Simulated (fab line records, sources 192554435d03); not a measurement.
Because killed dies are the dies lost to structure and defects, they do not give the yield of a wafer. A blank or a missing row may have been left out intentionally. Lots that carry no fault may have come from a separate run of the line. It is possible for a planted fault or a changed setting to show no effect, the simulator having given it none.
fab line records | flow n5Finfet
record lots=9 wafers=23 lastDay=17
route steps=1938 shown HKMG_FIN@386 BEOL_M4@1111 PASSIVATION@1936
lots that met no fault: from a run of the same line without faults
startH: the number of hours between the record's first day and the start of the first shown wafer of the lot | waitH: how many hours have passed since the lot's step before this one | " same as the row above | L1.1+2: one row covering several wafers at once | - value missing, or start not given | * or withheld: withheld | < > ~ a bound
route shown NAME@n: a module of which the file shows steps, and the number in the route of the first | usual: mean/standard deviation taken from wafers without a fault | same: alike in all rows | chamber/n: place in a boat | sites: the reading at each site | _std_site: the standard deviation of these | _edge_site: mean of outer sites minus mean of inner sites | radiusMm: how far each site lies from the wafer's centre | mask NAME#n: copy n | behind: the most recent tool/chamber to have shaped the wafer | hold: cause of the lot's hold/its duration in hours/its outcome | device: which transistor (n, p or np) failed to switch | end of line: tests of these same wafers at the route's end | for a step that has no rows: nothing shown but its recipe | killed: dies that structure and defects cost at the first sort, which is not the same as the wafer's yield | map: per-die view of a wafer (x killed, . not killed, _ where there is no die)
set.NAME: the setting as run; set.NAME@STEP: as run at that earlier step | model.NAME: the simulator's own value behind a step, which no gauge read
a sample of lots followed through the steps of the route, with each step as a table and each wafer as a row
services: the hour from which a tool's chamber was out of use, counted from the record's first day as startH (under 0 if before that day), plus the number of hours and why
## steps
# step N5_HKMG_FIN_HK_ALD_01
# recipe material=HfO2 targetThkA=16 tempC=withheld aldPrecursorFamily=HfCl4 aldCoReactant=H2O pulseTimeS=3 purgeTimeS=3 coReactantPurgeTimeS=2.5 coReactantPulseTimeS=0.3 aldCycles=30
# usual aldCycles=30/0 precursorPulseHeightRel=0.999/0.02
# same coReactantPulseTimeS=0.3
# columns lot.wafer tool chamber startH waitH aldCycles precursorPulseHeightRel
L443.1 aldHk-02 0 75.59 0.0 30 0.977
L443.2 " 3 " " 30 0.973
L443.5 " 3 " " 30 1.024
L445.2 aldHk-01 3 88.24 0.0 30 0.986
L445.3 " 2 " " 30 0.993
L445.4 " 0 " " 30 0.983
L452.4 aldHk-01 1 130.15 0.0 30 1.008
L453.4 aldHk-03 2 139.61 0.0 30 1.001
L453.6 " 3 " " 30 1.012
L454.1 aldHk-01 0 146.77 0.0 30 0.992
L454.2 " 2 " " 30 0.991
L454.6 " 0 " " 30 0.990
L461.2 aldHk-03 1 187.25 0.0 30 1.021
L461.3 " 0 " " 30 1.020
L462.1 aldHk-01 2 194.95 0.0 30 0.995
L462.5 " 2 " " 30 1.007
L462.6 " 1 " " 30 1.011
L464.2 aldHk-01 0 208.07 0.0 30 0.994
L464.4 " 3 " " 30 0.994
L464.6 " 1 " " 30 0.986
L465.3 aldHk-03 0 209.58 0.0 30 0.962
L465.5 " 2 " " 30 1.013
L465.6 " 3 " " 30 0.989
# step N5_HKMG_FIN_DESCUM_53
# recipe chemistry=O2 timeS=7.9 sourcePowerW=50 biasPowerW=20 pressureMtorr=20 rfFrequencyHz=2.712e+07 tempC=40 resist=CAR-ArF o2FlowSccm=225
# usual drypumpMotorCurrentA=5.5/0.37 oesProductAu=0.79/0.087 rfFwdPowerW=49.43/0.18 rfVppV=242.8/1.5 showerheadPlenumPTorr=2.07/0.088 tempC=40.02/0.12 throttleValvePct=20.43/0.28
# columns lot.wafer tool chamber startH waitH drypumpMotorCurrentA oesProductAu rfFwdPowerW rfHoursCounterH rfVppV showerheadPlenumPTorr tempC throttleValvePct
L443.1 rieDiel-05 1 76.62 0.0 5.5 0.84 49.31 35 241.2 2.05 39.95 20.14
L443.2 " 3 " " 5.0 0.73 49.32 185 244.3 2.16 40.09 20.42
L443.5 " 1 " " 5.6 0.84 49.47 - 241.5 2.05 39.93 20.13
L445.2 rieDiel-05 0 89.27 0.0 4.8 0.74 49.22 168 240.9 1.97 39.87 20.34
L445.3 " 2 " " 5.7 0.79 49.29 114 239.2 1.95 39.94 20.91
L445.4 " 3 " " 5.0 0.73 49.50 190 243.8 2.16 39.88 20.40
L452.4 rieDiel-01 3 131.19 0.0 6.0 0.72 49.19 187 242.8 2.20 40.16 20.73
L453.4 rieDiel-04 3 140.92 0.2 5.1 0.68 49.74 244 245.8 2.16 40.09 20.46
L453.6 " 3 " " 5.0 0.66 49.40 - 243.3 2.16 40.16 20.48
L454.1 rieDiel-04 2 147.99 0.1 5.7 0.70 49.65 222 244.4 2.13 40.01 20.60
L454.2 " 1 " " 5.6 0.71 49.40 227 242.5 1.96 40.02 20.32
L454.6 " 1 " " 5.6 0.70 49.39 - 241.3 1.96 39.90 20.31
L461.2 rieDiel-04 0 188.24 0.0 6.0 0.92 49.42 14 244.6 2.14 40.15 20.11
L461.3 " 2 " " 5.7 0.69 49.74 242 245.7 2.13 39.90 20.63
L462.1 rieDiel-05 2 196.29 0.0 5.7 0.77 49.25 152 241.1 1.93 39.92 20.96
L462.5 " 1 " " 5.6 0.80 49.36 - 242.8 2.03 40.02 20.19
L462.6 " 2 " " 5.7 0.77 49.15 - 239.9 1.93 39.96 20.94
L464.2 rieDiel-04 3 209.24 0.0 5.0 0.91 49.71 9 243.4 2.15 40.08 19.90
L464.4 " 3 " " 5.0 0.91 49.74 - 244.5 2.15 40.05 19.90
L464.6 " 0 " " 6.0 0.90 49.38 - 242.4 2.13 40.05 20.13
L465.3 rieDiel-05 1 211.37 0.2 5.5 0.79 49.33 82 243.0 2.03 40.06 20.22
L465.5 " 1 " " 5.5 0.78 49.36 - 241.0 2.03 40.20 20.20
L465.6 " 0 " " 4.9 0.71 49.16 - 240.7 1.96 40.12 20.39
# step N5_HKMG_FIN_ETCH_55
# recipe chemistry=N2/H2 target=SOC targetDepthA=2400 tempC=40 timeS=300 ionEnergyEv=200 maskMaterial=SiARC pressureMtorr=30 sourceW=840 biasW=150 n2FlowSccm=200 h2FlowSccm=200
# usual drypumpMotorCurrentA=5.5/0.37 oesProductAu=0.78/0.085 rfFwdPowerW=838.0/2.4 rfVppV=523.0/2.9 showerheadPlenumPTorr=2.51/0.089 tempC=39.99/0.12 throttleValvePct=17.85/0.28
# columns lot.wafer tool chamber startH waitH drypumpMotorCurrentA oesProductAu rfFwdPowerW rfHoursCounterH rfVppV showerheadPlenumPTorr tempC throttleValvePct
L443.1 rieDiel-05 1 76.71 0.0 5.6 0.84 838.1 35 522.3 2.49 39.82 17.58
L443.2 " 3 " " 5.0 0.74 836.1 185 527.0 2.62 40.10 17.69
L443.5 " 1 " " 5.6 0.84 839.7 - 522.0 2.49 39.90 17.58
L445.2 rieDiel-05 0 89.36 0.0 4.9 0.73 832.5 168 520.1 2.45 39.93 18.02
L445.3 " 2 " " 5.7 0.81 838.2 114 517.9 2.37 40.06 18.31
L445.4 " 3 " " 5.0 0.74 837.1 190 526.4 2.62 40.22 17.71
L452.4 rieDiel-01 3 131.28 0.0 6.0 0.72 837.1 187 525.6 2.64 39.83 17.99
L453.4 rieDiel-04 3 141.01 0.0 5.1 0.69 840.6 244 525.8 2.63 39.99 17.92
L453.6 " 3 " " 5.1 0.69 839.6 - 525.7 2.63 40.02 17.90
L454.1 rieDiel-04 2 148.08 0.0 5.7 0.69 839.6 222 526.1 2.59 40.12 17.95
L454.2 " 1 " " 5.6 0.68 836.0 227 520.5 2.42 40.01 18.05
L454.6 " 1 " " 5.6 0.68 833.7 - 519.2 2.42 40.02 18.05
L461.2 rieDiel-04 0 188.33 0.0 6.0 0.91 835.3 14 525.5 2.60 39.92 17.45
L461.3 " 2 " " 5.7 0.68 836.1 242 524.6 2.58 40.26 18.00
L462.1 rieDiel-05 2 196.38 0.0 5.7 0.78 838.0 152 517.0 2.35 40.16 18.36
L462.5 " 1 " " 5.6 0.77 839.6 - 522.8 2.47 39.89 17.63
L462.6 " 2 " " 5.7 0.78 840.9 - 516.9 2.35 40.15 18.37
L464.2 rieDiel-04 3 209.33 0.0 5.1 0.94 835.8 9 526.3 2.62 40.10 17.39
L464.4 " 3 " " 5.1 0.94 839.7 - 525.0 2.62 40.09 17.35
L464.6 " 0 " " 6.0 0.88 840.4 - 525.7 2.59 39.84 17.48
L465.3 rieDiel-05 1 211.47 0.0 5.6 0.77 839.1 82 522.1 2.47 39.84 17.66
L465.5 " 1 " " 5.5 0.76 837.2 - 523.0 2.47 39.78 17.64
L465.6 " 0 " " 4.8 0.70 839.3 - 520.6 2.43 39.98 18.09
# step N5_HKMG_FIN_PWFM_ALD_03
# recipe material=TiN targetThkA=20 tempC=400 aldPrecursorFamily=TiCl4 aldCoReactant=NH3 pulseTimeS=1 purgeTimeS=3 coReactantPurgeTimeS=2 coReactantPulseTimeS=2 aldCycles=91 pressureTorr=3
# usual aldCycles=91/0 heaterPowerW=899/130 precursorPulseHeightRel=1.001/0.019
# same coReactantPulseTimeS=2
# columns lot.wafer tool chamber startH waitH aldCycles heaterPowerW precursorPulseHeightRel
L443.1 aldMetal-04 0 79.21 0.0 91 994 1.000
L443.2 " 2 " " 91 1050 1.022
L443.5 " 0 " " 91 981 0.983
L445.2 aldMetal-03 0 91.81 0.0 91 1077 0.982
L445.3 " 2 " " 91 808 1.009
L445.4 " 1 " " 91 858 1.008
L452.4 aldMetal-03 3 133.64 0.0 91 831 1.028
L453.4 aldMetal-03 0 143.46 0.0 91 1066 1.017
L453.6 " 3 " " 139 845 0.994
L454.1 aldMetal-03 3 150.48 0.0 91 822 0.982
L454.2 " 1 " " 139 853 0.984
L454.6 " 1 " " 139 856 0.999
L461.2 aldMetal-01 3 190.77 0.0 91 695 0.976
L461.3 " 0 " " 91 722 1.009
L462.1 aldMetal-04 3 198.90 0.0 91 850 1.005
L462.5 " 3 " " 91 851 0.958
L462.6 " 0 " " 91 973 0.993
L464.2 aldMetal-03 3 211.97 0.0 91 821 1.040
L464.4 " 0 " " 91 1067 1.056
L464.6 " 1 " " 91 858 0.985
L465.3 aldMetal-03 3 214.14 0.0 91 838 1.011
L465.5 " 3 " " 91 835 1.006
L465.6 " 0 " " 91 1054 0.958
# step N5_BEOL_M4_RC_MEAS_101
# usual DIBL_N=36.1/2 DIBL_P=36.3/2.4 IOFF_N=0.15/0.035 IOFF_P=0.21/0.039 IOFF_P_85C=3.7/0.57 IOFF_P_LIN=0.101/0.014 IOFF_P_LONG=0.000106/1.1e-05 ION_N=672/15 ION_P=463/9.7 SS_N=71.5/0.7 SS_P=73.2/0.75 VT_N=251/3.6 VT_P=-250/3.8 VT_P_LONG=-275/3.6 VT_P_LVT=-99/3.4
# columns lot.wafer tool chamber startH waitH DIBL_N[mV/V] DIBL_P[mV/V] IOFF_N[nA/um] IOFF_P[nA/um] IOFF_P_85C[nA/um] IOFF_P_LIN[nA/um] IOFF_P_LONG[nA/um] ION_N[uA/um] ION_P[uA/um] SS_N[mV/dec] SS_P[mV/dec] VT_N[mV] VT_P[mV] VT_P_LONG[mV] VT_P_LVT[mV]
L443.1 prober-02 0 174.00 0.0 39.4 40.9 0.23 0.26 4.3 0.112 9.7e-05 693 469 72.7 73.6 245 -249 -280 -97
L443.2 " 0 " " 36.0 36.5 0.15 0.19 3.3 0.088 9e-05 689 470 71.2 72.8 248 -252 -283 -101
L443.5 " 0 " " 39.1 40.4 0.22 0.26 4.3 0.111 9.9e-05 707 475 72.4 74.9 247 -249 -279 -98
L445.2 prober-02 0 192.02 0.2 35.3 37.2 0.12 0.16 2.8 0.076 7.8e-05 675 453 71.4 73.3 253 -258 -278 -107
L445.3 " 0 " " 31.4 32.2 0.08 0.11 2.2 0.059 8.3e-05 637 439 69.7 71.6 260 -262 -283 -110
L445.4 " 0 " " 32.5 32.9 0.08 0.11 2.2 0.060 8.1e-05 631 434 70.5 72.3 261 -262 -283 -111
L452.4 prober-01 0 221.75 0.5 38.2 38.4 0.17 0.20 3.6 0.096 9.8e-05 670 453 71.8 73.3 253 -254 -276 -100
L453.4 prober-02 0 240.30 0.5 35.4 35.9 0.15 0.23 3.9 0.110 0.000114 683 471 72.4 73.6 248 -249 -272 -96
L453.6 " 0 " " 34.5 34.2 0.12 0.67 9.8 0.334 0.000244 647 500 71.5 72.7 256 -216 -241 -64
L454.1 prober-01 0 246.02 0.0 36.2 35.9 0.16 0.22 3.8 0.102 0.000112 670 471 71.7 73.3 251 -246 -275 -100
L454.2 " 0 " " 38.2 37.9 0.18 0.92 12.5 0.405 0.000239 694 531 71.6 73.4 250 -210 -246 -62
L454.6 " 0 " " 35.7 34.8 0.14 0.73 10.2 0.341 0.000239 674 514 71.2 72.6 253 -215 -243 -66
L461.2 prober-01 0 284.75 0.2 36.2 37.2 0.15 0.19 3.3 0.089 9.2e-05 660 455 71.9 73.4 251 -253 -279 -101
L461.3 " 0 " " 37.4 38.7 0.18 0.21 3.7 0.095 9e-05 691 469 71.7 73.3 248 -250 -280 -99
L462.1 prober-02 0 287.61 0.0 36.1 38.5 0.17 0.24 4.2 0.110 0.000106 673 474 71.7 74.1 250 -250 -275 -97
L462.5 " 0 " " 34.5 35.5 0.14 0.20 3.6 0.096 0.000105 666 462 72.0 73.4 250 -251 -275 -100
L462.6 " 0 " " 33.7 33.6 0.12 0.17 3.1 0.084 0.000104 662 456 71.0 72.7 252 -255 -277 -102
L465.3 prober-02 0 306.90 0.3 37.6 36.7 0.17 0.24 4.2 0.114 0.000123 673 467 71.1 74.5 249 -247 -271 -94
L465.5 " 0 " " 35.1 33.4 0.13 0.19 3.4 0.097 0.000122 661 461 70.7 72.1 252 -249 -271 -97
L465.6 " 0 " " 38.3 38.3 0.19 0.27 4.5 0.122 0.000126 701 481 71.2 73.5 247 -243 -270 -93
L464.2 prober-01 0 311.10 0.2 36.3 35.1 0.13 0.21 3.6 0.098 0.000103 647 451 71.1 72.2 254 -247 -277 -100
L464.4 " 0 " " 39.6 39.1 0.19 0.27 4.5 0.121 0.000105 680 464 72.3 73.1 246 -248 -275 -98
L464.6 " 0 " " 36.0 34.1 0.12 0.19 3.3 0.094 0.000106 656 458 71.3 72.6 256 -253 -277 -101
# step N5_PASSIVATION_PROBE_49
# usual defectLimitedYield=91.1/1.6 killed_at_M0_to_M3=35/11 killed_at_M4_up=13/5.4 killedAtContacts=13/6.5 killedAtFrontEnd=40/14 killedAtOther=4/3.1 killedDies=105/18 killedOnRim=14/4.1 killedOpen=69/14 killedShort=34/7.3 sort_bin_4_leakage=0/0 sort_bin_5_function=5.2/0.96 sort_bin_6_memory=3.4/0.77 sort_bin_8_speed=0.02/0.13 sortNPass=1075/19
# same grossDies=1180 killedAtBackSide=0
# columns lot.wafer tool chamber startH waitH defectLimitedYield[%] killed_at_M0_to_M3 killed_at_M4_up killedAtContacts killedAtFrontEnd killedAtOther killedDies killedOnRim killedOpen killedShort sort_bin_4_leakage[%] sort_bin_5_function[%] sort_bin_6_memory[%] sort_bin_8_speed[%] sortNPass
L443.1 prober-02 - 285.32 0.1 90.0 53 21 13 28 3 118 12 87 30 0 5.4 4.4 0 1062
L443.2 prober-02 - 285.37 0.2 90.4 43 16 7 43 4 113 18 70 41 0 5.5 3.9 0 1067
L443.5 prober-02 - 285.52 0.3 90.8 57 5 8 36 3 109 17 72 35 0 5.1 3.8 0 1071
L445.2 prober-02 - 290.47 0.1 90.6 40 12 5 50 4 111 14 61 44 0 5.3 3.8 0 1069
L445.3 prober-02 - 290.52 0.1 93.8 22 9 2 32 8 73 15 47 26 0 3.3 2.5 0 1107
L445.4 prober-02 - 290.57 0.2 90.1 52 21 3 40 1 117 16 77 34 0 5.5 4.2 1.44 1046
L452.4 prober-01 - 328.64 0.2 90.3 25 27 21 39 3 115 21 78 36 0 5.6 3.6 0 1065
L453.4 prober-01 - 349.28 0.2 90.2 38 5 9 57 7 116 19 68 37 0 5.0 3.4 0.08 1064
L453.6 prober-01 - 349.38 0.3 90.8 28 8 6 63 3 108 14 75 32 44.58 5.0 3.9 0 546
L454.1 prober-02 - 357.20 0.0 88.8 35 28 12 50 7 132 20 85 46 0 6.3 4.7 0 1048
L454.2 prober-02 - 357.25 0.1 88.5 36 23 20 52 5 136 23 86 48 85.51 6.4 5.0 0 35
L454.6 prober-02 - 357.45 0.3 90.6 19 25 15 50 2 111 14 65 43 64.66 5.9 3.1 0 306
L462.1 prober-01 - 398.01 0.0 94.1 16 6 16 22 10 70 16 48 20 0 3.2 2.6 0 1110
L462.5 prober-01 - 398.21 0.2 89.7 52 12 9 46 3 122 17 90 30 0 6.9 3.3 0 1058
L462.6 prober-01 - 398.26 0.3 91.3 22 10 36 33 2 103 15 71 29 0 4.7 3.4 0 1077
L461.2 prober-02 - 398.51 0.1 91.1 45 13 13 32 2 105 11 75 30 0 5.3 3.1 0 1075
L461.3 prober-02 - 398.56 0.1 90.8 52 16 11 28 1 108 15 76 30 0 4.7 3.9 0 1072
L464.2 prober-01 - 413.74 0.1 89.6 47 11 11 48 6 123 16 89 30 0 6.7 3.7 0 1057
L464.4 prober-01 - 413.84 0.2 90.4 35 12 8 53 5 113 10 71 39 0 5.6 3.4 0 1067
L464.6 prober-01 - 413.94 0.3 90.1 36 14 18 46 3 117 16 72 42 0 5.8 3.5 0 1063
L465.3 prober-02 - 413.90 0.1 88.7 29 21 11 72 0 133 10 93 35 0 6.2 4.5 0.34 1047
L465.5 prober-02 - 414.00 0.2 91.9 23 8 14 49 1 95 16 61 33 0 4.7 3.2 0 1085
L465.6 prober-02 - 414.05 0.3 91.8 16 20 10 43 8 97 8 74 21 0 4.9 3.2 0 1083
# killed by level:class
L443.1 BEOL_M0_SAQP:geometricParticle:open=16 BEOL_M1:geometricParticle:open=14 MOL_CONTACT_COAG:geometricParticle:open=11 BEOL_M4:geometricParticle:open=11 BEOL_M3:geometricParticle:open=6 STI_FIN_REVEAL:geometricParticle:open=5 BEOL_M1:geometricParticle:short=5 BEOL_M0_SAQP:geometricParticle:short=4
L443.2 BEOL_M1:geometricParticle:open=9 BEOL_M0_SAQP:geometricParticle:short=8 MOL_CONTACT_COAG:geometricParticle:open=7 STI_FIN_REVEAL:geometricParticle:open=6 BEOL_M1:geometricParticle:short=6 DUMMY_GATE:geometricParticle:open=5 GATE_CUT:geometricParticle:open=5 GATE_CUT:geometricParticle:short=5
L443.5 BEOL_M0_SAQP:geometricParticle:open=21 BEOL_M0_SAQP:geometricParticle:short=17 BEOL_M2:geometricParticle:open=7 MOL_CONTACT_COAG:geometricParticle:open=6 BEOL_M1:geometricParticle:open=6 STI_FIN_REVEAL:geometricParticle:open=5 GATE_CUT:geometricParticle:open=5 GATE_CUT:geometricParticle:short=5
L445.2 FIN_SAQP:geometricParticle:short=12 BEOL_M0_SAQP:geometricParticle:short=10 GATE_CUT:geometricParticle:short=9 DUMMY_GATE:geometricParticle:open=8 FIN_SAQP:geometricParticle:open=7 BEOL_M1:geometricParticle:open=7 BEOL_M3:geometricParticle:open=7 BEOL_M4:geometricParticle:open=6
L445.3 FIN_SAQP:geometricParticle:short=8 BEOL_M4:geometricParticle:open=8 BEOL_M3:geometricParticle:open=6 BEOL_M2:geometricParticle:open=5 FIN_SAQP:geometricParticle:open=4 BEOL_M3:geometricParticle:short=4 STARTING-WAFER:geometricParticle:short=4 DUMMY_GATE:geometricParticle:open=3
L445.4 BEOL_M0_SAQP:geometricParticle:open=15 BEOL_M4:geometricParticle:open=13 BEOL_M1:geometricParticle:open=11 BEOL_M0_SAQP:geometricParticle:short=11 DUMMY_GATE:geometricParticle:open=9 STI_FIN_REVEAL:geometricParticle:open=8 FIN_SAQP:geometricParticle:short=5 BEOL_M2:geometricParticle:open=5
L452.4 BEOL_M4:geometricParticle:open=17 MOL_CONTACT_COAG:geometricParticle:open=15 BEOL_M3:geometricParticle:open=10 FIN_SAQP:geometricParticle:open=9 MOL_CONTACT_COAG:geometricParticle:short=6 BEOL_M4:geometricParticle:short=6 STI_FIN_REVEAL:geometricParticle:open=5 ILD0:geometricParticle:short=5
L453.4 FIN_SAQP:geometricParticle:open=14 BEOL_M2:geometricParticle:open=14 STI_FIN_REVEAL:geometricParticle:open=10 HKMG_FIN:areaEtch=10 FIN_SAQP:geometricParticle:short=8 BEOL_M0_SAQP:geometricParticle:short=8 MOL_CONTACT_COAG:geometricParticle:open=6 BEOL_M3:geometricParticle:open=5
L453.6 FIN_SAQP:geometricParticle:open=14 FIN_SAQP:geometricParticle:short=12 STI_FIN_REVEAL:geometricParticle:open=10 DUMMY_GATE:geometricParticle:open=9 BEOL_M1:geometricParticle:open=7 BEOL_M3:geometricParticle:open=6 GATE_CUT:geometricParticle:open=5 MOL_CONTACT_COAG:geometricParticle:open=5
L454.1 BEOL_M4:geometricParticle:open=19 FIN_SAQP:geometricParticle:short=12 FIN_SAQP:geometricParticle:open=11 MOL_CONTACT_COAG:geometricParticle:open=10 BEOL_M0_SAQP:geometricParticle:short=8 BEOL_M0_SAQP:geometricParticle:open=7 BEOL_M2:geometricParticle:open=7 STI_FIN_REVEAL:geometricParticle:open=6
L454.2 MOL_CONTACT_COAG:geometricParticle:open=14 BEOL_M4:geometricParticle:open=13 FIN_SAQP:geometricParticle:short=11 BEOL_M0_SAQP:geometricParticle:open=11 GATE_CUT:geometricParticle:short=10 FIN_SAQP:geometricParticle:open=8 BEOL_M2:geometricParticle:open=7 MOL_CONTACT_COAG:geometricParticle:short=6
L454.6 BEOL_M4:geometricParticle:open=18 FIN_SAQP:geometricParticle:short=17 FIN_SAQP:geometricParticle:open=8 GATE_CUT:geometricParticle:short=8 MOL_CONTACT_COAG:geometricParticle:open=8 MOL_CONTACT_COAG:geometricParticle:short=7 BEOL_M1:geometricParticle:open=6 BEOL_M2:geometricParticle:open=5
L462.1 MOL_CONTACT_COAG:geometricParticle:open=15 BEOL_M3:geometricParticle:open=6 PASS1_CAP:geometricParticle:open=6 STARTING-WAFER:geometricParticle:open=5 FIN_SAQP:geometricParticle:short=3 DUMMY_GATE:geometricParticle:open=3 BEOL_M0_SAQP:geometricParticle:short=3 STARTING-WAFER:geometricParticle:short=3
L462.5 BEOL_M3:geometricParticle:open=17 FIN_SAQP:geometricParticle:open=16 BEOL_M2:geometricParticle:open=11 FIN_SAQP:geometricParticle:short=9 BEOL_M0_SAQP:geometricParticle:open=9 MOL_CONTACT_COAG:geometricParticle:open=8 BEOL_M0_SAQP:geometricParticle:short=5 ILD0:geometricParticle:short=4
L462.6 MOL_CONTACT_COAG:geometricParticle:open=29 STI_FIN_REVEAL:geometricParticle:open=7 MOL_CONTACT_COAG:geometricParticle:short=7 BEOL_M2:geometricParticle:open=7 FIN_SAQP:geometricParticle:short=5 BEOL_M0_SAQP:geometricParticle:short=4 BEOL_M0_SAQP:geometricParticle:open=4 STARTING-WAFER:geometricParticle:open=4
L461.2 MOL_CONTACT_COAG:geometricParticle:open=10 BEOL_M0_SAQP:geometricParticle:short=10 BEOL_M3:geometricParticle:open=9 BEOL_M0_SAQP:geometricParticle:open=8 BEOL_M2:geometricParticle:open=8 STI_FIN_REVEAL:geometricParticle:open=7 FIN_SAQP:geometricParticle:open=6 BEOL_M1:geometricParticle:open=6
L461.3 BEOL_M0_SAQP:geometricParticle:open=16 BEOL_M0_SAQP:geometricParticle:short=13 MOL_CONTACT_COAG:geometricParticle:open=11 BEOL_M3:geometricParticle:open=8 BEOL_M4:geometricParticle:open=8 FIN_SAQP:geometricParticle:open=7 BEOL_M1:geometricParticle:open=6 FIN_SAQP:geometricParticle:short=5
L464.2 STI_FIN_REVEAL:geometricParticle:open=19 BEOL_M2:geometricParticle:open=19 MOL_CONTACT_COAG:geometricParticle:open=9 DUMMY_GATE:geometricParticle:open=8 BEOL_M0_SAQP:geometricParticle:open=7 BEOL_M3:geometricParticle:open=6 FIN_SAQP:geometricParticle:short=5 BEOL_M0_SAQP:geometricParticle:short=5
L464.4 STI_FIN_REVEAL:geometricParticle:open=13 FIN_SAQP:geometricParticle:short=11 BEOL_M0_SAQP:geometricParticle:open=9 DUMMY_GATE:geometricParticle:open=8 FIN_SAQP:geometricParticle:open=7 MOL_CONTACT_COAG:geometricParticle:open=7 BEOL_M0_SAQP:geometricParticle:short=6 BEOL_M3:geometricParticle:short=5
L465.3 STI_FIN_REVEAL:geometricParticle:open=25 FIN_SAQP:geometricParticle:open=17 FIN_SAQP:geometricParticle:short=11 BEOL_M4:geometricParticle:open=11 MOL_CONTACT_COAG:geometricParticle:open=10 DUMMY_GATE:geometricParticle:open=5 BEOL_M1:geometricParticle:short=5 BEOL_M1:geometricParticle:open=5
L464.6 STI_FIN_REVEAL:geometricParticle:open=15 MOL_CONTACT_COAG:geometricParticle:open=14 BEOL_M0_SAQP:geometricParticle:short=8 BEOL_M0_SAQP:geometricParticle:open=6 BEOL_M3:geometricParticle:short=6 DUMMY_GATE:geometricParticle:open=5 FIN_SAQP:geometricParticle:short=4 GATE_CUT:geometricParticle:open=4
L465.5 FIN_SAQP:geometricParticle:open=18 MOL_CONTACT_COAG:geometricParticle:open=10 BEOL_M1:geometricParticle:short=9 DUMMY_GATE:geometricParticle:open=6 STARTING-WAFER:geometricParticle:open=6 FIN_SAQP:geometricParticle:short=5 BEOL_M1:geometricParticle:open=5 STARTING-WAFER:geometricParticle:short=5
L465.6 FIN_SAQP:geometricParticle:open=17 DUMMY_GATE:geometricParticle:open=11 BEOL_M4:geometricParticle:open=10 MOL_CONTACT_COAG:geometricParticle:open=8 FIN_SAQP:geometricParticle:short=5 BEOL_M3:geometricParticle:open=5 PAD_METAL:geometricParticle:open=4 BEOL_M0:geometricParticle:open=3
## services
# columns tool chamber startH hours kind
rieDiel-01 0 53.24 - clean
rieDiel-04 - 64.98 1.1 repair
rieDiel-01 1 81.27 3.3 repair
rieDiel-04 - 81.92 2.8 pm
rieDiel-04 0 146.67 - clean
rieDiel-04 0 146.67 - consumableReplace:focusRing
rieDiel-04 0 146.67 13.9 scheduledDown
rieDiel-04 0 146.67 13.9 ventCycle
rieDiel-05 0 148.21 4.6 repair
rieDiel-04 3 160.57 - clean
rieDiel-04 3 160.57 - consumableReplace:focusRing
rieDiel-04 3 160.57 28.2 scheduledDown
rieDiel-04 3 160.57 28.2 ventCycle
rieDiel-01 3 195.47 16.5 repair
rieDiel-04 1 196.86 - clean
rieDiel-04 1 196.86 - consumableReplace:focusRing
rieDiel-04 1 196.86 - consumableReplace:showerhead
rieDiel-04 1 196.86 14.6 scheduledDown
rieDiel-04 1 196.86 14.6 ventCycle
rieDiel-04 0 199.60 4.3 repair
rieDiel-04 2 211.62 - clean
rieDiel-04 2 211.62 - consumableReplace:focusRing
rieDiel-04 2 211.62 19.5 scheduledDown
rieDiel-04 2 211.62 19.5 ventCycle
## key
firstSign step=N5_HKMG_FIN_PWFM_ALD_03 reading=aldCycles direction=up sigmas=99+ usual=* struck=*
effect step=N5_BEOL_M4_RC_MEAS_101 reading=IOFF_P_LIN direction=up sigmas=18 usual=0.101 struck=0.360
effect step=N5_BEOL_M4_RC_MEAS_101 reading=IOFF_P direction=up sigmas=14 usual=0.21 struck=0.78
effect step=N5_BEOL_M4_RC_MEAS_101 reading=IOFF_P_85C direction=up sigmas=13 usual=3.7 struck=10.9
effect step=N5_BEOL_M4_RC_MEAS_101 reading=IOFF_P_LONG direction=up sigmas=12 usual=0.000106 struck=0.000241
effect step=N5_BEOL_M4_RC_MEAS_101 reading=VT_P_LVT direction=up sigmas=10 usual=-99 struck=-64
effect step=N5_BEOL_M4_RC_MEAS_101 reading=VT_P direction=up sigmas=9.6 usual=-250 struck=-214
effect step=N5_BEOL_M4_RC_MEAS_101 reading=VT_P_LONG direction=up sigmas=9 usual=-275 struck=-243
effect step=N5_BEOL_M4_RC_MEAS_101 reading=ION_P direction=up sigmas=5.4 usual=463 struck=515
effect step=N5_PASSIVATION_PROBE_49 reading=sort_bin_4_leakage direction=up sigmas=99+ usual=0 struck=64.92
metAt N5_HKMG_FIN_PWFM_ALD_03
struckLots L453,L454
struckWafers L453.6,L454.2,L454.6
baselineLoss step=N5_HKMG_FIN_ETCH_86 wafers=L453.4
notActingAt N5_HKMG_FIN_HK_ALD_01,N5_HKMG_FIN_DESCUM_53,N5_HKMG_FIN_ETCH_55
onsetBetween 91.81 143.46
fault kind=processParameterDrift tool=aldMetal-03 chamber=- onsetH=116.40 steps=N5_HKMG_FIN_PWFM_ALD_03 channel=aldCycles offset=* shape=step endH=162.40 scope=struckWafersOnly actsIn=* stated=*
# baselineLoss: these wafers lose ten dies or more at that step, a loss of the line's own and not of a fault; the sort's usual values leave them out
